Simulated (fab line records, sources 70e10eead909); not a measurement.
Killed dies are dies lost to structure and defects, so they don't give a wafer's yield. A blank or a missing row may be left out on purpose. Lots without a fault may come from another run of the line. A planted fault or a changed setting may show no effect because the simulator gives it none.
Tool commonality check | flow nand_harc | 2 lots, 6 wafers sampled

WHY IT WAS OPENED
At NHARC_END_SORT_01 the reading killed_at_array is flagged on 1 of 2 lots. Wafers without a fault read 50, standard deviation 20.
Rule: a lot is flagged when every wafer of it that has a number lies more than 4 standard deviations from that mean, or none has a number. The other lots count as sound.

lot  | measured     | on        | killed_at_array, wafer by wafer | flag
L977 | day 29 01:52 | prober-01 | 40 30 19                        |
L987 | day 33 14:21 | prober-01 | 140 137 134                     | FLAGGED
The numbers of the flagged lots are 137 on average: +87 against the usual, or +4 standard deviations.

WHICH TOOL RAN EACH LOT
The record holds 2 process steps before the reading, out of a route of 1302 steps. In each cell: the tool, then ch and the chambers that the sampled wafers went through, then the start.
lot  | flag    | NHARC_A_DECK1_JOINT_ETCH_19         | NHARC_THIN_TSV_CMP_21
L977 |         | wet_bench-02 ch 3,6,7, day 15 22:43 | cmp-03 ch 0,2,3, day 28 12:58
L987 | FLAGGED | wet_bench-02 ch 4,5,6, day 20 11:38 | cmp-03 ch 0,3, day 33 02:10
What these steps do:
- NHARC_A_DECK1_JOINT_ETCH_19: etches poly-Si in TMAH, target depth 3 nm.
- NHARC_THIN_TSV_CMP_21: polishes, t overpolish 30 s, target thk 2000 nm.
- NHARC_END_SORT_01

FLAGGED OVER TOTAL, TOOL BY TOOL (the gauges that took the reading come last)
step                        | tool         | lots run | flagged | share of the flagged lots | sound lots run after its first flagged lot
NHARC_A_DECK1_JOINT_ETCH_19 | wet_bench-02 | 2        | 1       | all                       | 0
NHARC_THIN_TSV_CMP_21       | cmp-03       | 2        | 1       | all                       | 0
NHARC_END_SORT_01           | prober-01    | 2        | 1       | all                       | 0

WHAT THE TABLE ALLOWS
3 rows of the table ran every flagged lot: wet_bench-02 at NHARC_A_DECK1_JOINT_ETCH_19, cmp-03 at NHARC_THIN_TSV_CMP_21, prober-01 at NHARC_END_SORT_01.
- wet_bench-02 at NHARC_A_DECK1_JOINT_ETCH_19: 1 of its 2 lots flagged. Its last sound lot is L977 (day 15 22:43), its first flagged lot L987 (day 20 11:38): a fault that began between those two fits.
- cmp-03 at NHARC_THIN_TSV_CMP_21: 1 of its 2 lots flagged. Its last sound lot is L977 (day 28 12:58), its first flagged lot L987 (day 33 02:10): a fault that began between those two fits.
- prober-01 at NHARC_END_SORT_01: 1 of its 2 lots flagged. Its last sound lot is L977 (day 29 01:52), its first flagged lot L987 (day 33 14:21): a fault that began between those two fits.
Counting lots can't tell these 3 tools apart, because each fits a fault that began at some hour. More lots, or a look at what each step does to the wafer, might.

WHAT THE SIMULATOR HAD PUT IN
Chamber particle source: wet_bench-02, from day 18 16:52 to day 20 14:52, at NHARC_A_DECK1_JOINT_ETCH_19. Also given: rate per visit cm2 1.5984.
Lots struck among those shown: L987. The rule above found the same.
